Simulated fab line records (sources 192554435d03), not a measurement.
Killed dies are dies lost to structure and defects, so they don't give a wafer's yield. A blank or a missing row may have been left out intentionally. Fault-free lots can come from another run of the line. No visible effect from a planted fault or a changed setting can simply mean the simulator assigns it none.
Which tool is to blame? || flow n5 finfet || 7 lots, 20 wafers sampled, at 8 steps of a route of 1938

WHAT EACH GAUGE READ, for each wafer
N5_BEOL_M13_OVL_MEAS_29. Usual: M13_OVL 4 nm, standard deviation 4.9.
{"lot": "L178", "measured": "day 12 01:56", "on": "overlay-01", "M13_OVL (nm)": "-2 8 11", "flag": ""}
{"lot": "L181", "measured": "day 12 06:40", "on": "overlay-02", "M13_OVL (nm)": "-3 2 -2", "flag": ""}
{"lot": "L180", "measured": "day 12 19:15", "on": "overlay-01", "M13_OVL (nm)": "0 0 -2", "flag": ""}
{"lot": "L184", "measured": "day 13 09:43", "on": "overlay-02", "M13_OVL (nm)": "2 -2 -5", "flag": ""}
{"lot": "L185", "measured": "day 14 05:23", "on": "overlay-02", "M13_OVL (nm)": "10 6 5", "flag": ""}
{"lot": "L189", "measured": "day 14 14:43", "on": "overlay-02", "M13_OVL (nm)": "-6 5", "flag": ""}
{"lot": "L196", "measured": "day 16 17:34", "on": "overlay-01", "M13_OVL (nm)": "-1 16 9", "flag": ""}

N5_BEOL_M13_OCD_MEAS_35. Usual: 415 nm for trench depth nm, sd 9.5.
{"lot": "L178", "measured": "day 12 02:35", "on": "ocd-02", "trench depth nm (nm)": "411 405 404", "flag": ""}
{"lot": "L181", "measured": "day 12 07:19", "on": "ocd-01", "trench depth nm (nm)": "419 417 413", "flag": ""}
{"lot": "L180", "measured": "day 12 19:53", "on": "ocd-02", "trench depth nm (nm)": "417 429 425", "flag": ""}
{"lot": "L184", "measured": "day 13 10:21", "on": "ocd-01", "trench depth nm (nm)": "429 420 428", "flag": ""}
{"lot": "L185", "measured": "day 14 06:01", "on": "ocd-01", "trench depth nm (nm)": "421 459 426", "flag": ""}
{"lot": "L189", "measured": "day 14 15:21", "on": "ocd-01", "trench depth nm (nm)": "423 461", "flag": ""}
{"lot": "L196", "measured": "day 16 18:24", "on": "ocd-02", "trench depth nm (nm)": "405 412 416", "flag": ""}

N5_BEOL_M13_THK_MEAS_50: measures by xrf. Usual: M13_THK 418 nm, standard deviation 10.
{"lot": "L178", "measured": "day 12 04:50", "on": "film metro-02", "M13_THK (nm)": "413 406 407", "flag": ""}
{"lot": "L181", "measured": "day 12 09:26", "on": "film metro-01", "M13_THK (nm)": "427 420 416", "flag": ""}
{"lot": "L180", "measured": "day 12 23:51", "on": "film metro-01", "M13_THK (nm)": "415 428 425", "flag": ""}
{"lot": "L184", "measured": "day 13 13:46", "on": "film metro-01", "M13_THK (nm)": "427 421 428", "flag": ""}
{"lot": "L185", "measured": "day 14 12:25", "on": "film metro-02", "M13_THK (nm)": "427 468 433", "flag": ""}
{"lot": "L189", "measured": "day 14 20:51", "on": "film metro-02", "M13_THK (nm)": "422 461", "flag": ""}
{"lot": "L196", "measured": "day 17 00:20", "on": "film metro-01", "M13_THK (nm)": "406 413 421", "flag": ""}

N5_BEOL_M13_RS_MEAS_54: measurement is done with a four-point probe. Usual: M13_RS 0.0449 ohm/sq, standard deviation 0.0011.
{"lot": "L178", "measured": "day 12 04:58", "on": "film metro-02", "M13_RS (ohm/sq)": "0.0455 0.0463 0.0463", "flag": ""}
{"lot": "L181", "measured": "day 12 09:34", "on": "film metro-01", "M13_RS (ohm/sq)": "0.0444 0.0450 0.0453", "flag": ""}
{"lot": "L180", "measured": "day 12 23:59", "on": "film metro-01", "M13_RS (ohm/sq)": "0.0449 0.0433 0.0437", "flag": ""}
{"lot": "L184", "measured": "day 13 13:53", "on": "film metro-01", "M13_RS (ohm/sq)": "0.0435 0.0443 0.0435", "flag": ""}
{"lot": "L185", "measured": "day 14 12:34", "on": "film metro-01", "M13_RS (ohm/sq)": "0.0444 0.0405 0.0439", "flag": ""}
{"lot": "L189", "measured": "day 14 20:59", "on": "film metro-01", "M13_RS (ohm/sq)": "0.0441 0.0404", "flag": ""}
{"lot": "L196", "measured": "day 17 00:28", "on": "film metro-02", "M13_RS (ohm/sq)": "0.0461 0.0453 0.0445", "flag": ""}

N5_BEOL_M15_RC_MEAS_101. Usual: COMB_M10 1.4e-11 S/m, standard deviation 2.9e-12; COMB_M11 1.5e-11 S/m, standard deviation 3.3e-12; COMB_M12 6.4e-12 S/m, standard deviation 1.4e-12; COMB_M13 4.9e-12 S/m, standard deviation 1.1e-12; COMB_M14 3.6e-12 S/m, standard deviation 1e-12; COMB_M15 2.4e-12 S/m, standard deviation 7.4e-13; COMB_M5 3.6e-11 S/m, standard deviation 7.6e-12; COMB_M5_max_site 5.3e-11 S/m, standard deviation 1.3e-11; COMB_M6 2.5e-11 S/m, standard deviation 5.3e-12; COMB_M7 2.6e-11 S/m, standard deviation 5.2e-12; COMB_M8 2.7e-11 S/m, standard deviation 5e-12; COMB_M9 1.4e-11 S/m, standard deviation 3.5e-12; SERP_M10 3.20 ohm/um, standard deviation 0.11; SERP_M11 3.09 ohm/um, standard deviation 0.11; SERP_M12 0.629 ohm/um, standard deviation 0.018; SERP_M13 0.307 ohm/um, standard deviation 0.0081; SERP_M13_max_site 0.311 ohm/um, standard deviation 0.0081; SERP_M14 0.163 ohm/um, standard deviation 0.0073; SERP_M5 39.9 ohm/um, standard deviation 2.4; SERP_M6 14.3 ohm/um, standard deviation 0.69; SERP_M7 14.0 ohm/um, standard deviation 0.69; SERP_M8 14.3 ohm/um, standard deviation 0.76; SERP_M9 3.09 ohm/um, standard deviation 0.097; SERP_M9_max_site 3.18 ohm/um, standard deviation 0.11.
{"lot": "L178", "measured": "day 12 17:35", "on": "prober-02", "COMB_M10 (S/m)": "1.22e-11 1.56e-11 1.51e-11", "COMB_M11 (S/m)": "1.5e-11 2e-11 1.7e-11", "COMB_M12 (S/m)": "5.9e-12 5.3e-12 9.2e-12", "COMB_M13 (S/m)": "5e-12 3.7e-12 6.3e-12", "COMB_M14 (S/m)": "4.7e-12 6.4e-12 4.7e-12", "COMB_M15 (S/m)": "2.5e-12 3.3e-12 3.2e-12", "COMB_M5 (S/m)": "2.4e-11 3.4e-11 3.5e-11", "COMB_M5_max_site (S/m)": "5.7e-11 4.2e-11 4.3e-11", "COMB_M6 (S/m)": "3.2e-11 3.3e-11 2.2e-11", "COMB_M7 (S/m)": "2.8e-11 2.7e-11 3.1e-11", "COMB_M8 (S/m)": "2.9e-11 3e-11 3.4e-11", "COMB_M9 (S/m)": "1.2e-11 1e-11 1.4e-11", "SERP_M10 (ohm/um)": "3.27 3.38 3.34", "SERP_M11 (ohm/um)": "3.32 3.20 3.30", "SERP_M12 (ohm/um)": "0.601 0.610 0.620", "SERP_M13 (ohm/um)": "0.305 0.309 0.316", "SERP_M13_max_site (ohm/um)": "0.308 0.311 0.318", "SERP_M14 (ohm/um)": "0.164 0.163 0.161", "SERP_M5 (ohm/um)": "41.6 38.7 37.5", "SERP_M6 (ohm/um)": "15.6 14.9 14.9", "SERP_M7 (ohm/um)": "14.7 13.3 14.3", "SERP_M8 (ohm/um)": "13.5 14.5 15.3", "SERP_M9 (ohm/um)": "3.27 3.12 3.05", "SERP_M9_max_site (ohm/um)": "3.34 3.19 3.17", "flag": ""}
{"lot": "L181", "measured": "day 13 00:27", "on": "prober-02", "COMB_M10 (S/m)": "1.42e-11 1.33e-11 1.56e-11", "COMB_M11 (S/m)": "1.7e-11 1.5e-11 1.8e-11", "COMB_M12 (S/m)": "9e-12 8.3e-12 6.8e-12", "COMB_M13 (S/m)": "6.3e-12 5.8e-12 6e-12", "COMB_M14 (S/m)": "5.3e-12 5.4e-12 5.9e-12", "COMB_M15 (S/m)": "2.9e-12 3.2e-12 3.8e-12", "COMB_M5 (S/m)": "5.8e-11 5.9e-11 4.4e-11", "COMB_M5_max_site (S/m)": "8.1e-11 9.3e-11 7.6e-11", "COMB_M6 (S/m)": "2.2e-11 2.6e-11 2.7e-11", "COMB_M7 (S/m)": "2.8e-11 2.1e-11 3.3e-11", "COMB_M8 (S/m)": "2.1e-11 2.3e-11 3.6e-11", "COMB_M9 (S/m)": "1.5e-11 1.8e-11 1.9e-11", "SERP_M10 (ohm/um)": "3.09 3.15 3.26", "SERP_M11 (ohm/um)": "2.91 3.24 3.20", "SERP_M12 (ohm/um)": "0.609 0.628 0.629", "SERP_M13 (ohm/um)": "0.308 0.312 0.311", "SERP_M13_max_site (ohm/um)": "0.312 0.313 0.314", "SERP_M14 (ohm/um)": "0.163 0.161 0.160", "SERP_M5 (ohm/um)": "36.0 35.7 38.8", "SERP_M6 (ohm/um)": "14.4 14.9 14.0", "SERP_M7 (ohm/um)": "13.7 12.4 13.2", "SERP_M8 (ohm/um)": "14.4 14.4 13.6", "SERP_M9 (ohm/um)": "3.22 3.23 3.19", "SERP_M9_max_site (ohm/um)": "3.28 3.31 3.27", "flag": ""}
{"lot": "L180", "measured": "day 13 11:16", "on": "prober-01", "COMB_M10 (S/m)": "1.28e-11 1.29e-11 1.35e-11", "COMB_M11 (S/m)": "1.1e-11 1e-11 1.5e-11", "COMB_M12 (S/m)": "5.4e-12 8.4e-12 4.2e-12", "COMB_M13 (S/m)": "3.6e-12 4.6e-12 4.1e-12", "COMB_M14 (S/m)": "3.2e-12 2.4e-12 3e-12", "COMB_M15 (S/m)": "2.1e-12 2.4e-12 2.2e-12", "COMB_M5 (S/m)": "3.8e-11 3.8e-11 4.1e-11", "COMB_M5_max_site (S/m)": "5.6e-11 6e-11 7.6e-11", "COMB_M6 (S/m)": "2.8e-11 1.9e-11 2e-11", "COMB_M7 (S/m)": "2.5e-11 3.3e-11 2.7e-11", "COMB_M8 (S/m)": "3e-11 2.7e-11 3e-11", "COMB_M9 (S/m)": "2e-11 1.8e-11 2e-11", "SERP_M10 (ohm/um)": "3.33 3.40 3.18", "SERP_M11 (ohm/um)": "3.30 3.24 3.41", "SERP_M12 (ohm/um)": "0.598 0.620 0.627", "SERP_M13 (ohm/um)": "0.305 0.298 0.303", "SERP_M13_max_site (ohm/um)": "0.313 0.302 0.304", "SERP_M14 (ohm/um)": "0.162 0.174 0.174", "SERP_M5 (ohm/um)": "40.2 37.9 40.8", "SERP_M6 (ohm/um)": "14.5 14.1 15.7", "SERP_M7 (ohm/um)": "14.1 14.6 13.3", "SERP_M8 (ohm/um)": "14.1 14.5 14.5", "SERP_M9 (ohm/um)": "3.12 3.19 3.16", "SERP_M9_max_site (ohm/um)": "3.15 3.32 3.27", "flag": ""}
{"lot": "L184", "measured": "day 14 04:22", "on": "prober-01", "COMB_M10 (S/m)": "1.42e-11 1.63e-11 1.42e-11", "COMB_M11 (S/m)": "1.2e-11 1.6e-11 1.2e-11", "COMB_M12 (S/m)": "8e-12 8.2e-12 6.3e-12", "COMB_M13 (S/m)": "4.3e-12 5.4e-12 5.3e-12", "COMB_M14 (S/m)": "4e-12 3.6e-12 2.6e-12", "COMB_M15 (S/m)": "2.5e-12 2.8e-12 2.7e-12", "COMB_M5 (S/m)": "3.2e-11 3.9e-11 2.9e-11", "COMB_M5_max_site (S/m)": "4.4e-11 4.8e-11 5.1e-11", "COMB_M6 (S/m)": "2.7e-11 2e-11 2.3e-11", "COMB_M7 (S/m)": "2.4e-11 4.1e-11 2.9e-11", "COMB_M8 (S/m)": "2e-11 1.7e-11 2.4e-11", "COMB_M9 (S/m)": "1.4e-11 1.6e-11 1.8e-11", "SERP_M10 (ohm/um)": "3.17 3.26 3.15", "SERP_M11 (ohm/um)": "3.14 3.09 3.13", "SERP_M12 (ohm/um)": "0.622 0.635 0.618", "SERP_M13 (ohm/um)": "0.304 0.298 0.298", "SERP_M13_max_site (ohm/um)": "0.306 0.302 0.301", "SERP_M14 (ohm/um)": "0.173 0.163 0.167", "SERP_M5 (ohm/um)": "36.0 36.7 36.5", "SERP_M6 (ohm/um)": "15.5 13.3 14.4", "SERP_M7 (ohm/um)": "14.1 13.8 15.2", "SERP_M8 (ohm/um)": "13.4 13.3 12.6", "SERP_M9 (ohm/um)": "3.15 3.24 3.16", "SERP_M9_max_site (ohm/um)": "3.23 3.43 3.22", "flag": ""}
{"lot": "L185", "measured": "day 15 03:16", "on": "prober-02", "COMB_M10 (S/m)": "1.85e-11 1.49e-11 1.24e-11", "COMB_M11 (S/m)": "1.4e-11 1.3e-11 1.5e-11", "COMB_M12 (S/m)": "6.6e-12 6.7e-12 7.5e-12", "COMB_M13 (S/m)": "4.9e-12 7.1e-12 6.2e-12", "COMB_M14 (S/m)": "3.8e-12 4.1e-12 5.7e-12", "COMB_M15 (S/m)": "4e-12 3.3e-12 4.6e-12", "COMB_M5 (S/m)": "4e-11 3.6e-11 3.5e-11", "COMB_M5_max_site (S/m)": "5.8e-11 4.3e-11 5.3e-11", "COMB_M6 (S/m)": "1.8e-11 2.6e-11 1.9e-11", "COMB_M7 (S/m)": "2.9e-11 2.7e-11 2.3e-11", "COMB_M8 (S/m)": "2.6e-11 2.6e-11 2.4e-11", "COMB_M9 (S/m)": "1.4e-11 1.2e-11 1.2e-11", "SERP_M10 (ohm/um)": "3.15 3.16 3.24", "SERP_M11 (ohm/um)": "2.99 3.11 3.28", "SERP_M12 (ohm/um)": "0.620 0.650 0.611", "SERP_M13 (ohm/um)": "0.302 0.280 0.297", "SERP_M13_max_site (ohm/um)": "0.307 0.281 0.300", "SERP_M14 (ohm/um)": "0.161 0.156 0.168", "SERP_M5 (ohm/um)": "47.2 39.6 40.0", "SERP_M6 (ohm/um)": "14.3 13.0 14.5", "SERP_M7 (ohm/um)": "13.6 13.1 13.6", "SERP_M8 (ohm/um)": "14.2 13.6 12.6", "SERP_M9 (ohm/um)": "3.12 3.08 3.11", "SERP_M9_max_site (ohm/um)": "3.16 3.13 3.21", "flag": ""}
{"lot": "L189", "measured": "day 15 13:34", "on": "prober-01", "COMB_M10 (S/m)": "2.24e-11 1.54e-11", "COMB_M11 (S/m)": "2e-11 2e-11", "COMB_M12 (S/m)": "8.4e-12 6.9e-12", "COMB_M13 (S/m)": "4.8e-12 4.3e-12", "COMB_M14 (S/m)": "2.7e-12 2.5e-12", "COMB_M15 (S/m)": "2.3e-12 1.7e-12", "COMB_M5 (S/m)": "3.7e-11 3.5e-11", "COMB_M5_max_site (S/m)": "5.9e-11 5.9e-11", "COMB_M6 (S/m)": "1.8e-11 1.8e-11", "COMB_M7 (S/m)": "2.7e-11 3.1e-11", "COMB_M8 (S/m)": "2.7e-11 2e-11", "COMB_M9 (S/m)": "1.3e-11 8e-12", "SERP_M10 (ohm/um)": "3.16 3.06", "SERP_M11 (ohm/um)": "3.13 3.05", "SERP_M12 (ohm/um)": "0.607 0.617", "SERP_M13 (ohm/um)": "0.295 0.276", "SERP_M13_max_site (ohm/um)": "0.299 0.279", "SERP_M14 (ohm/um)": "0.176 0.152", "SERP_M5 (ohm/um)": "38.7 35.8", "SERP_M6 (ohm/um)": "13.1 14.2", "SERP_M7 (ohm/um)": "14.2 15.0", "SERP_M8 (ohm/um)": "15.1 14.1", "SERP_M9 (ohm/um)": "2.94 2.99", "SERP_M9_max_site (ohm/um)": "2.97 3.01", "flag": ""}
{"lot": "L196", "measured": "day 17 18:37", "on": "prober-01", "COMB_M10 (S/m)": "9.9e-12 1.11e-11 1.13e-11", "COMB_M11 (S/m)": "1.2e-11 1.1e-11 1.8e-11", "COMB_M12 (S/m)": "7.2e-12 5e-12 4.3e-12", "COMB_M13 (S/m)": "2.9e-12 4.9e-12 4.6e-12", "COMB_M14 (S/m)": "2.9e-12 3.2e-12 3.2e-12", "COMB_M15 (S/m)": "1.9e-12 1.5e-12 2.2e-12", "COMB_M5 (S/m)": "3.7e-11 3.7e-11 4.4e-11", "COMB_M5_max_site (S/m)": "4.7e-11 5.4e-11 5.1e-11", "COMB_M6 (S/m)": "3.3e-11 2.8e-11 2.8e-11", "COMB_M7 (S/m)": "1.7e-11 3.3e-11 2.7e-11", "COMB_M8 (S/m)": "2.2e-11 2.2e-11 2.1e-11", "COMB_M9 (S/m)": "1.9e-11 1.5e-11 2e-11", "SERP_M10 (ohm/um)": "3.15 3.02 3.29", "SERP_M11 (ohm/um)": "3.03 3.05 3.14", "SERP_M12 (ohm/um)": "0.638 0.653 0.660", "SERP_M13 (ohm/um)": "0.311 0.307 0.309", "SERP_M13_max_site (ohm/um)": "0.314 0.310 0.313", "SERP_M14 (ohm/um)": "0.164 0.171 0.170", "SERP_M5 (ohm/um)": "39.9 40.4 38.4", "SERP_M6 (ohm/um)": "15.3 13.8 13.7", "SERP_M7 (ohm/um)": "13.6 14.2 14.1", "SERP_M8 (ohm/um)": "13.4 14.0 14.9", "SERP_M9 (ohm/um)": "2.86 2.96 2.99", "SERP_M9_max_site (ohm/um)": "2.90 3.08 3.11", "flag": ""}

WHICH TOOL RAN EACH LOT (tool, then ch and the chambers of the sampled wafers, then the start)
{"lot": "L178", "N5_BEOL_M13_TRENCH_ETCH_34": "rie diel-01 ch 0,3, day 12 02:24", "N5_BEOL_M13_DEGAS_41": "pvd sputter-02, day 12 03:08", "N5_BEOL_M13_SPUTTER_44": "pvd sputter-02, day 12 03:18"}
{"lot": "L181", "N5_BEOL_M13_TRENCH_ETCH_34": "rie diel-06 ch 0,1, day 12 07:08", "N5_BEOL_M13_DEGAS_41": "pvd sputter-02, day 12 08:11", "N5_BEOL_M13_SPUTTER_44": "pvd sputter-02, day 12 08:20"}
{"lot": "L180", "N5_BEOL_M13_TRENCH_ETCH_34": "rie diel-06 ch 1,2,3, day 12 19:43", "N5_BEOL_M13_DEGAS_41": "pvd sputter-02, day 12 22:08", "N5_BEOL_M13_SPUTTER_44": "pvd sputter-02, day 12 22:18"}
{"lot": "L184", "N5_BEOL_M13_TRENCH_ETCH_34": "rie diel-06 ch 1,2, day 13 10:11", "N5_BEOL_M13_DEGAS_41": "pvd sputter-01, day 13 12:23", "N5_BEOL_M13_SPUTTER_44": "pvd sputter-01, day 13 12:32"}
{"lot": "L185", "N5_BEOL_M13_TRENCH_ETCH_34": "rie diel-06 ch 0,1,3, day 14 05:50", "N5_BEOL_M13_DEGAS_41": "pvd sputter-03, day 14 11:19", "N5_BEOL_M13_SPUTTER_44": "pvd sputter-03, day 14 11:29"}
{"lot": "L189", "N5_BEOL_M13_TRENCH_ETCH_34": "rie diel-06 ch 1,3, day 14 15:11", "N5_BEOL_M13_DEGAS_41": "pvd sputter-03, day 14 19:23", "N5_BEOL_M13_SPUTTER_44": "pvd sputter-03, day 14 19:32"}
{"lot": "L196", "N5_BEOL_M13_TRENCH_ETCH_34": "rie diel-01 ch 1,3, day 16 18:13", "N5_BEOL_M13_DEGAS_41": "pvd sputter-01, day 16 23:07", "N5_BEOL_M13_SPUTTER_44": "pvd sputter-01, day 16 23:16"}
- N5_BEOL_M13_TRENCH_ETCH_34: etches SiOC in C4F8/O2/Ar, target depth 413.47 nm, time 162.6 s.
- N5_BEOL_M13_DEGAS_41: time 60 s.
- N5_BEOL_M13_SPUTTER_44: material Ta, target thk 10 nm, time 16.13 s.

WHAT THE TOOLS THEMSELVES READ (means of the sampled wafers that have a number; where no wafer has one, the mark that the record gives instead)
N5_BEOL_M13_TRENCH_ETCH_34. Usual: drypump motor current A 6.0 A, standard deviation 0.45; oes product au 0.78 a.u., standard deviation 0.091; rf vpp V 665 V, standard deviation 4; showerhead plenum p Torr 3.39 Torr, standard deviation 0.13; throttle valve pct 24.30 %, standard deviation 0.24.
{"lot": "L178", "tool": "rie diel-01", "drypump motor current A (A)": 5.5, "oes product au (a.u.)": 0.70, "rf vpp V (V)": 664, "showerhead plenum p Torr (Torr)": 3.39, "throttle valve pct (%)": 24.55, "flag": ""}
{"lot": "L181", "tool": "rie diel-06", "drypump motor current A (A)": 6.5, "oes product au (a.u.)": 0.77, "rf vpp V (V)": 665, "showerhead plenum p Torr (Torr)": 3.38, "throttle valve pct (%)": 24.03, "flag": ""}
{"lot": "L180", "tool": "rie diel-06", "drypump motor current A (A)": 6.0, "oes product au (a.u.)": 0.84, "rf vpp V (V)": 663, "showerhead plenum p Torr (Torr)": 3.38, "throttle valve pct (%)": 24.25, "flag": ""}
{"lot": "L184", "tool": "rie diel-06", "drypump motor current A (A)": 5.9, "oes product au (a.u.)": 0.90, "rf vpp V (V)": 666, "showerhead plenum p Torr (Torr)": 3.44, "throttle valve pct (%)": 24.47, "flag": ""}
{"lot": "L185", "tool": "rie diel-06", "drypump motor current A (A)": 6.3, "oes product au (a.u.)": 0.77, "rf vpp V (V)": 663, "showerhead plenum p Torr (Torr)": 3.34, "throttle valve pct (%)": 24.07, "flag": ""}
{"lot": "L189", "tool": "rie diel-06", "drypump motor current A (A)": 6.2, "oes product au (a.u.)": 0.78, "rf vpp V (V)": 664, "showerhead plenum p Torr (Torr)": 3.38, "throttle valve pct (%)": 24.14, "flag": ""}
{"lot": "L196", "tool": "rie diel-01", "drypump motor current A (A)": 5.5, "oes product au (a.u.)": 0.80, "rf vpp V (V)": 666, "showerhead plenum p Torr (Torr)": 3.45, "throttle valve pct (%)": 24.47, "flag": ""}

N5_BEOL_M13_DEGAS_41. Usual: 333 W for heater power w, sd 33.
{"lot": "L178", "tool": "pvd sputter-02", "heater power w (W)": 362, "flag": ""}
{"lot": "L181", "tool": "pvd sputter-02", "heater power w (W)": 357, "flag": ""}
{"lot": "L180", "tool": "pvd sputter-02", "heater power w (W)": 361, "flag": ""}
{"lot": "L184", "tool": "pvd sputter-01", "heater power w (W)": 287, "flag": ""}
{"lot": "L185", "tool": "pvd sputter-03", "heater power w (W)": 336, "flag": ""}
{"lot": "L189", "tool": "pvd sputter-03", "heater power w (W)": 334, "flag": ""}
{"lot": "L196", "tool": "pvd sputter-01", "heater power w (W)": 295, "flag": ""}

N5_BEOL_M13_SPUTTER_44. Usual: 30.3 % for throttle valve pct, sd 1.2.
{"lot": "L178", "tool": "pvd sputter-02", "throttle valve pct (%)": 30.1, "flag": ""}
{"lot": "L181", "tool": "pvd sputter-02", "throttle valve pct (%)": 30.1, "flag": ""}
{"lot": "L180", "tool": "pvd sputter-02", "throttle valve pct (%)": 30.0, "flag": ""}
{"lot": "L184", "tool": "pvd sputter-01", "throttle valve pct (%)": 28.8, "flag": ""}
{"lot": "L185", "tool": "pvd sputter-03", "throttle valve pct (%)": 31.4, "flag": ""}
{"lot": "L189", "tool": "pvd sputter-03", "throttle valve pct (%)": 31.4, "flag": ""}
{"lot": "L196", "tool": "pvd sputter-01", "throttle valve pct (%)": 29.3, "flag": ""}

THE ANSWER, worked out from the rows above alone
Rule: take the mean of a lot's wafers that have a number; if it is more than 3 standard deviations from the usual mean, the lot is off. A lot without any number at a reading at which 4 lots or more have one is off too. All remaining lots with rows at the step are treated as sound. The gauges are gone through in route order, then the tools' own readings, and for those a lot's mean is taken as printed above. The first step at which some lot is off is used, and at that step the reading that is off furthest; a lot without a number counts as furthest.
Across all readings shown, no lot is off: no conclusion can be drawn from this.

WHAT WAS PUT IN BY THE SIMULATOR
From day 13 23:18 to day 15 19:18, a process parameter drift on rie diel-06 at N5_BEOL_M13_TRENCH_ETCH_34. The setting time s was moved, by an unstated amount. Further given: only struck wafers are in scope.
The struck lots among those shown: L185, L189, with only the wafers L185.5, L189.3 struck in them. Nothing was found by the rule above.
